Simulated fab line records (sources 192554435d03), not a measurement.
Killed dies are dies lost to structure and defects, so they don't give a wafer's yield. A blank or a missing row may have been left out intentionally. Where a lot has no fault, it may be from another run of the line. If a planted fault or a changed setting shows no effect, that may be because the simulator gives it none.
Problem report, 8D (eight disciplines) form, completed by code	flow n5-finfet	the parts of the form that need people (team, actions taken, sign-off) are left out

## 1. THE PROBLEM
At N5_BEOL_M6_PECVD_70, susceptor-temp-C averages 429.19 C over 3 wafers from 2 lots, while fault-free wafers read 400.00 C, standard deviation 0.25. That is +99 or more standard deviations from the usual mean.
The step: deposits SiO2 from TEOS/O2, target thk 20 nm, time 22.7 s.
Seen first at day 14 21:35 on pecvd-02, wafer L608.6. Wafers with a number at this step in the record: 33, from 11 lots. The rule behind "out" and "out of limits": a value lying over 4 standard deviations away from the usual mean. All remaining wafers that have a number are taken as sound.

## 2. WHAT IT IS AND WHAT IT IS NOT
question	is	is not
which readings at this step	susceptor-temp-C	showerhead-plenum-p-Torr, throttle-valve-pct
which lots	L608, L611	L589, L591, L592, L595, L596, L597, L600, L601, L604
which wafers of those lots	L608.6, L611.1, L611.6	L608.1, L608.4, L611.3
read on which tools	pecvd-02	pecvd-01, pecvd-03
when	from day 14 21:35	up to then (29 sound wafers); but 1 sound wafer of L611 came after

## 3. THE SUSPECTS, EACH WITH WHAT RULES IT OUT
Counting: a tool at a process step up to the reading stays a suspect if it ran every lot that is out. Sound lots after the first of them don't rule it out here, since some wafers of a struck lot are sound.
- cvd-co-02 at N5_BEOL_M5_PRE_CLEAN_77 (time 15 s): kept. Every lot that is out went through it, the first being L608 (day 14 20:13); the last sound lot it ran before that was L601 (day 12 00:58).
- pecvd-02 at N5_BEOL_M6_PECVD_70 (deposits SiO2 from TEOS/O2, target thk 20 nm, time 22.7 s): kept. Every lot that is out went through it, the first being L608 (day 14 21:35); the last sound lot it ran before that was L600 (day 12 07:58). Its own susceptor-temp-C readings are out on those wafers.
- Within cvd-co-02 at N5_BEOL_M5_PRE_CLEAN_77: the wafers that are out ran in chambers 1, 2; their sound lot-mates ran in chamber 0.
- At N5_BEOL_M6_PECVD_70, inside pecvd-02: chamber 0 took the wafers that are out, while their sound lot-mates went through chambers 1, 2.
The count leaves pecvd-02 at N5_BEOL_M6_PECVD_70 and cvd-co-02 at N5_BEOL_M5_PRE_CLEAN_77.

## 4. THE CAUSE (what the simulator had put in)
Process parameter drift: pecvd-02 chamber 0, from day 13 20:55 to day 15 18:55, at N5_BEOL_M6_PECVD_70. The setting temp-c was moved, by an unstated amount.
2 suspects survive the count, and this tool is in that group.

## 5. THE CHAIN OF EFFECTS, in route order
Rows list readings where the struck wafers' mean (over those with a number) sits beyond 3 standard deviations from the usual. Only readings whose record carries a usual standard deviation are examined. hours: median over the lots of the time between each lot's start at the first step of this table that gives one and its start at this step. sigmas: the change, counted in usual standard deviations.
hours	step	reading	usual	on struck wafers	change	sigmas
0	N5_BEOL_M6_PECVD_70	heater-power-outer-w	431 W	684	+253	+4.1
0	N5_BEOL_M6_PECVD_70	heater-power-w	714 W	981	+267	+3.4
0	N5_BEOL_M6_PECVD_70	susceptor-temp-C	400.00 C	429.19	+29.19	+99 or more
9	N5_BEOL_M6_CMP_52	barrier-field-endpoint-s	28.8 s	23.5	-5.3	-6.9
Its process steps:
- N5_BEOL_M6_PECVD_70: deposits SiO2 from TEOS/O2, target thk 20 nm, time 22.7 s.
- N5_BEOL_M6_CMP_52: polishes, stops on SiCOH lowk, t overpolish 6.9 s, target thk 80 nm.

## 6. HOW IT WOULD HAVE BEEN CAUGHT EARLIER
First out-of-limits reading in this record: day 14 21:35, which is 25 hours after fault onset at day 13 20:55.
